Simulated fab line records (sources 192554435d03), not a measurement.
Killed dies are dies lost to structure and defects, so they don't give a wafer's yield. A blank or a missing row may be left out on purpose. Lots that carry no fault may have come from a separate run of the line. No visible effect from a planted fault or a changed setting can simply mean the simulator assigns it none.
Which tool did it? :: flow n5_finfet :: Sampling: 8 lots, 23 wafers, 6 of 1938 route steps

## WHAT THE GAUGES READ, wafer by wafer
N5_MOL_CONTACT_COAG_THK_MEAS_29. Usual: MD_CAP_THK 17.91 nm, standard deviation 0.082.
lot: L590
measured: day 5 07:08
on: film_metro-01
MD_CAP_THK (nm): 17.73 17.73 17.87
flag: 

lot: L596
measured: day 6 22:25
on: film_metro-01
MD_CAP_THK (nm): 17.93 17.83 17.87
flag: 

lot: L598
measured: day 7 11:34
on: film_metro-01
MD_CAP_THK (nm): 18.03 17.92 17.91
flag: 

lot: L605
measured: day 9 03:47
on: film_metro-02
MD_CAP_THK (nm): 17.94 17.93 31.73
flag: OFF

lot: L608
measured: day 9 22:32
on: film_metro-02
MD_CAP_THK (nm): 17.85 31.73 31.72
flag: OFF

lot: L609
measured: day 10 03:36
on: film_metro-01
MD_CAP_THK (nm): 17.80 17.88
flag: 

lot: L610
measured: day 10 11:04
on: film_metro-01
MD_CAP_THK (nm): 17.88 17.91 17.79
flag: 

lot: L612
measured: day 10 20:17
on: film_metro-02
MD_CAP_THK (nm): 17.81 17.93 17.92
flag: 

## WHICH TOOL RAN EACH LOT (tool, then ch and the chambers of the sampled wafers, then the start)
lot: L590
N5_HKMG_FIN_STRIP_90: rie_diel-03 ch 0,1,2, day 4 09:54
N5_GATE_CUT_ETCH_56: rie_metal-01 ch 0,1, day 4 12:01
N5_GATE_CUT_STRIP_59: rie_diel-02 ch 0,1,3, day 4 12:15
N5_GATE_CUT_SAC_CAP_01: ald_sin-01 ch 0,2,3, day 4 12:31
N5_GATE_CUT_ETCH_19: rie_diel-04 ch 0,3, day 4 15:55

lot: L596
N5_HKMG_FIN_STRIP_90: rie_diel-06 ch 0,1,2, day 6 05:04
N5_GATE_CUT_ETCH_56: rie_metal-02 ch 0,1, day 6 07:08
N5_GATE_CUT_STRIP_59: rie_diel-05 ch 0,2,3, day 6 07:25
N5_GATE_CUT_SAC_CAP_01: ald_sin-03 ch 1,2, day 6 07:44
N5_GATE_CUT_ETCH_19: rie_diel-04 ch 1,2, day 6 11:05

lot: L598
N5_HKMG_FIN_STRIP_90: rie_diel-01 ch 0,1,2, day 6 13:25
N5_GATE_CUT_ETCH_56: rie_metal-02 ch 0,1, day 6 15:38
N5_GATE_CUT_STRIP_59: rie_diel-04 ch 0,1, day 6 15:53
N5_GATE_CUT_SAC_CAP_01: ald_sin-03 ch 0,1, day 6 16:06
N5_GATE_CUT_ETCH_19: rie_diel-05 ch 2,3, day 7 00:01

lot: L605
N5_HKMG_FIN_STRIP_90: rie_diel-03 ch 1,3, day 8 08:14
N5_GATE_CUT_ETCH_56: rie_metal-01 ch 0,1, day 8 10:20
N5_GATE_CUT_STRIP_59: rie_diel-05 ch 2,3, day 8 10:37
N5_GATE_CUT_SAC_CAP_01: ald_sin-03 ch 0,1, day 8 11:25
N5_GATE_CUT_ETCH_19: rie_diel-05 ch 0,2, day 8 15:27

lot: L608
N5_HKMG_FIN_STRIP_90: rie_diel-01 ch 0,3, day 9 03:03
N5_GATE_CUT_ETCH_56: rie_metal-01 ch 0,1, day 9 05:08
N5_GATE_CUT_STRIP_59: rie_diel-02 ch 0,1, day 9 05:25
N5_GATE_CUT_SAC_CAP_01: ald_sin-03 ch 1,3, day 9 05:37
N5_GATE_CUT_ETCH_19: rie_diel-04 ch 0,1, day 9 09:07

lot: L609
N5_HKMG_FIN_STRIP_90: rie_diel-03 ch 0,3, day 9 08:32
N5_GATE_CUT_ETCH_56: rie_metal-03 ch 0,1, day 9 10:37
N5_GATE_CUT_STRIP_59: rie_diel-04 ch 3, day 9 10:53
N5_GATE_CUT_SAC_CAP_01: ald_sin-04 ch 0,1, day 9 11:07
N5_GATE_CUT_ETCH_19: rie_diel-04 ch 0, day 9 14:29

lot: L610
N5_HKMG_FIN_STRIP_90: rie_diel-06 ch 1,2, day 9 15:12
N5_GATE_CUT_ETCH_56: rie_metal-02 ch 0,1, day 9 17:19
N5_GATE_CUT_STRIP_59: rie_diel-04 ch 1,2, day 9 17:34
N5_GATE_CUT_SAC_CAP_01: ald_sin-01 ch 0,2,3, day 9 17:46
N5_GATE_CUT_ETCH_19: rie_diel-04 ch 1,2, day 9 21:07

lot: L612
N5_HKMG_FIN_STRIP_90: rie_diel-03 ch 1,3, day 10 02:11
N5_GATE_CUT_ETCH_56: rie_metal-03 ch 0,1, day 10 04:16
N5_GATE_CUT_STRIP_59: rie_diel-05 ch 0,1, day 10 04:32
N5_GATE_CUT_SAC_CAP_01: ald_sin-04 ch 0,2,3, day 10 04:45
N5_GATE_CUT_ETCH_19: rie_diel-05 ch 2,3, day 10 08:15
- N5_HKMG_FIN_STRIP_90: strips SOC in N2/H2, time 20 s.
- N5_GATE_CUT_ETCH_56: etches TiN in Cl2/Ar, target depth 21.6 nm.
- N5_GATE_CUT_STRIP_59: strips in N2/H2, time 20 s.
- N5_GATE_CUT_SAC_CAP_01: material SiNx, target thk 24 nm, pulse time 1 s, ald cycles 480.
- N5_GATE_CUT_ETCH_19: etches SiNx in CH3F/O2, target depth 53.7 nm, time 76.7 s.

## AS READ BY THE TOOLS THEMSELVES (means over the sampled wafers that have a number; for cases with no such wafer, the mark the record gives instead)
N5_HKMG_FIN_STRIP_90. Usual: drypump_motor_current_A 5.7 A, standard deviation 0.43; h2_flow_sccm 299.8 sccm, standard deviation 0.89; oes_product_au 0.78 a.u., standard deviation 0.096; power_w 499.9 W, standard deviation 1.3; rf_vpp_V 54.2 V, standard deviation 0.77; showerhead_plenum_p_Torr 3.32 Torr, standard deviation 0.08; temp_c 40.00 C, standard deviation 0.12; throttle_valve_pct 19.0 %, standard deviation 0.39.
lot: L590
tool: rie_diel-03
drypump_motor_current_A (A): 5.6
h2_flow_sccm (sccm): 299.3
oes_product_au (a.u.): 0.71
power_w (W): 499.4
rf_vpp_V (V): 54.3
showerhead_plenum_p_Torr (Torr): 3.29
temp_c (C): 40.01
throttle_valve_pct (%): 19.0
flag: 

lot: L596
tool: rie_diel-06
drypump_motor_current_A (A): 5.5
h2_flow_sccm (sccm): 299.8
oes_product_au (a.u.): 0.82
power_w (W): 499.8
rf_vpp_V (V): 54.8
showerhead_plenum_p_Torr (Torr): 3.33
temp_c (C): 39.96
throttle_valve_pct (%): 18.9
flag: 

lot: L598
tool: rie_diel-01
drypump_motor_current_A (A): 5.7
h2_flow_sccm (sccm): 298.9
oes_product_au (a.u.): 0.77
power_w (W): 499.1
rf_vpp_V (V): 53.6
showerhead_plenum_p_Torr (Torr): 3.29
temp_c (C): 40.08
throttle_valve_pct (%): 18.9
flag: 

lot: L605
tool: rie_diel-03
drypump_motor_current_A (A): 5.8
h2_flow_sccm (sccm): 300.2
oes_product_au (a.u.): 0.84
power_w (W): 499.5
rf_vpp_V (V): 54.1
showerhead_plenum_p_Torr (Torr): 3.40
temp_c (C): 39.97
throttle_valve_pct (%): 19.1
flag: 

lot: L608
tool: rie_diel-01
drypump_motor_current_A (A): 5.3
h2_flow_sccm (sccm): 300.1
oes_product_au (a.u.): 0.73
power_w (W): 500.6
rf_vpp_V (V): 53.7
showerhead_plenum_p_Torr (Torr): 3.29
temp_c (C): 40.01
throttle_valve_pct (%): 19.0
flag: 

lot: L609
tool: rie_diel-03
drypump_motor_current_A (A): 5.5
h2_flow_sccm (sccm): 300.7
oes_product_au (a.u.): 0.75
power_w (W): 501.0
rf_vpp_V (V): 54.2
showerhead_plenum_p_Torr (Torr): 3.31
temp_c (C): 40.09
throttle_valve_pct (%): 19.4
flag: 

lot: L610
tool: rie_diel-06
drypump_motor_current_A (A): 5.2
h2_flow_sccm (sccm): 300.1
oes_product_au (a.u.): 0.82
power_w (W): 499.3
rf_vpp_V (V): 54.5
showerhead_plenum_p_Torr (Torr): 3.37
temp_c (C): 39.89
throttle_valve_pct (%): 19.3
flag: 

lot: L612
tool: rie_diel-03
drypump_motor_current_A (A): 5.8
h2_flow_sccm (sccm): 300.5
oes_product_au (a.u.): 0.86
power_w (W): 497.5
rf_vpp_V (V): 54.1
showerhead_plenum_p_Torr (Torr): 3.41
temp_c (C): 39.92
throttle_valve_pct (%): 18.7
flag: 

N5_GATE_CUT_ETCH_56. Usual: drypump_motor_current_A 5.8 A, standard deviation 0.41; mfc_cl2_sccm 39.99 sccm, standard deviation 0.14; oes_product_au 0.82 a.u., standard deviation 0.1; throttle_valve_pct 20.91 %, standard deviation 0.27.
lot: L590
tool: rie_metal-01
drypump_motor_current_A (A): 5.9
mfc_cl2_sccm (sccm): 39.98
oes_product_au (a.u.): 0.77
throttle_valve_pct (%): 20.88
flag: 

lot: L596
tool: rie_metal-02
drypump_motor_current_A (A): 5.5
mfc_cl2_sccm (sccm): 40.22
oes_product_au (a.u.): 0.91
throttle_valve_pct (%): 20.96
flag: 

lot: L598
tool: rie_metal-02
drypump_motor_current_A (A): 5.9
mfc_cl2_sccm (sccm): 39.80
oes_product_au (a.u.): 0.91
throttle_valve_pct (%): 20.92
flag: 

lot: L605
tool: rie_metal-01
drypump_motor_current_A (A): 5.8
mfc_cl2_sccm (sccm): 40.06
oes_product_au (a.u.): 0.74
throttle_valve_pct (%): 20.92
flag: 

lot: L608
tool: rie_metal-01
drypump_motor_current_A (A): 6.1
mfc_cl2_sccm (sccm): 39.97
oes_product_au (a.u.): 0.72
throttle_valve_pct (%): 21.12
flag: 

lot: L609
tool: rie_metal-03
drypump_motor_current_A (A): 5.8
mfc_cl2_sccm (sccm): 39.82
oes_product_au (a.u.): 0.93
throttle_valve_pct (%): 20.65
flag: 

lot: L610
tool: rie_metal-02
drypump_motor_current_A (A): 5.5
mfc_cl2_sccm (sccm): 39.93
oes_product_au (a.u.): 0.88
throttle_valve_pct (%): 20.96
flag: 

lot: L612
tool: rie_metal-03
drypump_motor_current_A (A): 5.8
mfc_cl2_sccm (sccm): 39.80
oes_product_au (a.u.): 0.92
throttle_valve_pct (%): 20.62
flag: 

N5_GATE_CUT_STRIP_59. Usual: drypump_motor_current_A 5.7 A (standard deviation 0.32); h2_flow_sccm 300.1 sccm (standard deviation 0.93); oes_product_au 0.74 a.u. (standard deviation 0.078); rf_vpp_V 45.2 V (standard deviation 0.91); showerhead_plenum_p_Torr 3.38 Torr (standard deviation 0.11); temp_c 39.98 C (standard deviation 0.12); throttle_valve_pct 12.30 % (standard deviation 0.24).
lot: L590
tool: rie_diel-02
drypump_motor_current_A (A): 5.6
h2_flow_sccm (sccm): 299.2
oes_product_au (a.u.): 0.71
rf_vpp_V (V): 44.4
showerhead_plenum_p_Torr (Torr): 3.36
temp_c (C): 40.00
throttle_valve_pct (%): 12.38
flag: 

lot: L596
tool: rie_diel-05
drypump_motor_current_A (A): 5.9
h2_flow_sccm (sccm): 301.0
oes_product_au (a.u.): 0.71
rf_vpp_V (V): 44.8
showerhead_plenum_p_Torr (Torr): 3.31
temp_c (C): 39.97
throttle_valve_pct (%): 12.26
flag: 

lot: L598
tool: rie_diel-04
drypump_motor_current_A (A): 5.8
h2_flow_sccm (sccm): 300.3
oes_product_au (a.u.): 0.74
rf_vpp_V (V): 45.4
showerhead_plenum_p_Torr (Torr): 3.41
temp_c (C): 40.14
throttle_valve_pct (%): 12.35
flag: 

lot: L605
tool: rie_diel-05
drypump_motor_current_A (A): 6.2
h2_flow_sccm (sccm): 299.8
oes_product_au (a.u.): 0.88
rf_vpp_V (V): 45.8
showerhead_plenum_p_Torr (Torr): 3.53
temp_c (C): 39.98
throttle_valve_pct (%): 12.08
flag: 

lot: L608
tool: rie_diel-02
drypump_motor_current_A (A): 5.5
h2_flow_sccm (sccm): 300.7
oes_product_au (a.u.): 0.70
rf_vpp_V (V): 45.6
showerhead_plenum_p_Torr (Torr): 3.32
temp_c (C): 40.04
throttle_valve_pct (%): 12.37
flag: 

lot: L609
tool: rie_diel-04
drypump_motor_current_A (A): 5.5
h2_flow_sccm (sccm): 301.6
oes_product_au (a.u.): 0.70
rf_vpp_V (V): 44.7
showerhead_plenum_p_Torr (Torr): 3.21
temp_c (C): 39.98
throttle_valve_pct (%): 12.63
flag: 

lot: L610
tool: rie_diel-04
drypump_motor_current_A (A): 5.8
h2_flow_sccm (sccm): 299.5
oes_product_au (a.u.): 0.81
rf_vpp_V (V): 45.3
showerhead_plenum_p_Torr (Torr): 3.46
temp_c (C): 39.98
throttle_valve_pct (%): 12.13
flag: 

lot: L612
tool: rie_diel-05
drypump_motor_current_A (A): 5.3
h2_flow_sccm (sccm): 300.1
oes_product_au (a.u.): 0.76
rf_vpp_V (V): 44.7
showerhead_plenum_p_Torr (Torr): 3.37
temp_c (C): 39.99
throttle_valve_pct (%): 12.10
flag: 

N5_GATE_CUT_SAC_CAP_01. Usual: heater_power_w 822 W, standard deviation 110; precursor_pulse_height_rel 1.001, standard deviation 0.021.
lot: L590
tool: ald_sin-01
heater_power_w (W): 867
precursor_pulse_height_rel: 1.018
flag: 

lot: L596
tool: ald_sin-03
heater_power_w (W): 814
precursor_pulse_height_rel: 1.026
flag: 

lot: L598
tool: ald_sin-03
heater_power_w (W): 666
precursor_pulse_height_rel: 0.977
flag: 

lot: L605
tool: ald_sin-03
heater_power_w (W): 676
precursor_pulse_height_rel: 1.005
flag: 

lot: L608
tool: ald_sin-03
heater_power_w (W): 837
precursor_pulse_height_rel: 1.018
flag: 

lot: L609
tool: ald_sin-04
heater_power_w (W): 694
precursor_pulse_height_rel: 1.014
flag: 

lot: L610
tool: ald_sin-01
heater_power_w (W): 876
precursor_pulse_height_rel: 1.009
flag: 

lot: L612
tool: ald_sin-04
heater_power_w (W): 799
precursor_pulse_height_rel: 0.990
flag: 

N5_GATE_CUT_ETCH_19. Usual: drypump_motor_current_A 5.7 A, standard deviation 0.3; etch_rf_on_time_s 77.7 s, standard deviation 1.5; oes_product_au 0.63 a.u., standard deviation 0.066; rf_vpp_V 299 V, standard deviation 3.2; showerhead_plenum_p_Torr 2.00 Torr, standard deviation 0.069; throttle_valve_pct 16.42 %, standard deviation 0.22.
lot: L590
tool: rie_diel-04
drypump_motor_current_A (A): 5.6
etch_rf_on_time_s (s): 77.6
oes_product_au (a.u.): 0.62
rf_vpp_V (V): 302
showerhead_plenum_p_Torr (Torr): 1.93
throttle_valve_pct (%): 16.62
flag: 

lot: L596
tool: rie_diel-04
drypump_motor_current_A (A): 5.8
etch_rf_on_time_s (s): 77.9
oes_product_au (a.u.): 0.60
rf_vpp_V (V): 297
showerhead_plenum_p_Torr (Torr): 2.02
throttle_valve_pct (%): 16.36
flag: 

lot: L598
tool: rie_diel-05
drypump_motor_current_A (A): 6.2
etch_rf_on_time_s (s): 78.9
oes_product_au (a.u.): 0.59
rf_vpp_V (V): 298
showerhead_plenum_p_Torr (Torr): 1.93
throttle_valve_pct (%): 16.58
flag: 

lot: L605
tool: rie_diel-05
drypump_motor_current_A (A): 5.7
etch_rf_on_time_s (s): 75.2
oes_product_au (a.u.): 0.62
rf_vpp_V (V): 296
showerhead_plenum_p_Torr (Torr): 1.99
throttle_valve_pct (%): 16.22
flag: 

lot: L608
tool: rie_diel-04
drypump_motor_current_A (A): 5.9
etch_rf_on_time_s (s): 74.5
oes_product_au (a.u.): 0.61
rf_vpp_V (V): 301
showerhead_plenum_p_Torr (Torr): 2.05
throttle_valve_pct (%): 16.46
flag: 

lot: L609
tool: rie_diel-04
drypump_motor_current_A (A): 5.7
etch_rf_on_time_s (s): 80.8
oes_product_au (a.u.): 0.60
rf_vpp_V (V): 303
showerhead_plenum_p_Torr (Torr): 1.99
throttle_valve_pct (%): 16.75
flag: 

lot: L610
tool: rie_diel-04
drypump_motor_current_A (A): 5.8
etch_rf_on_time_s (s): 77.8
oes_product_au (a.u.): 0.68
rf_vpp_V (V): 298
showerhead_plenum_p_Torr (Torr): 2.05
throttle_valve_pct (%): 16.22
flag: 

lot: L612
tool: rie_diel-05
drypump_motor_current_A (A): 6.0
etch_rf_on_time_s (s): 77.4
oes_product_au (a.u.): 0.67
rf_vpp_V (V): 297
showerhead_plenum_p_Torr (Torr): 2.04
throttle_valve_pct (%): 16.24
flag: 

## THE ANSWER, worked out from the rows above alone
Rule: take the mean of a lot's wafers that have a number; if it is more than 3 standard deviations from the usual mean, the lot is off. A lot without any number at a reading at which 4 lots or more have one is off too. All remaining lots with rows at the step are treated as sound. After the gauges, taken in route order, come the tools' own readings; for these a lot's mean is taken, as printed above. The first step at which some lot is off is used, and at that step the reading that is off furthest; a lot without a number counts as furthest.
Off: L605, L608, seen at N5_MOL_CONTACT_COAG_THK_MEAS_29 (MD_CAP_THK).
If a tool, at a process step before that reading, ran all the lots that are off and no sound lot after the first of them, it fits. The gauges at N5_MOL_CONTACT_COAG_THK_MEAS_29 are tried like those tools. Can't be told from this: 2 tools fit, rie_metal-01 at N5_GATE_CUT_ETCH_56, ald_sin-03 at N5_GATE_CUT_SAC_CAP_01.

## WHAT THE SIMULATOR HAD PUT IN
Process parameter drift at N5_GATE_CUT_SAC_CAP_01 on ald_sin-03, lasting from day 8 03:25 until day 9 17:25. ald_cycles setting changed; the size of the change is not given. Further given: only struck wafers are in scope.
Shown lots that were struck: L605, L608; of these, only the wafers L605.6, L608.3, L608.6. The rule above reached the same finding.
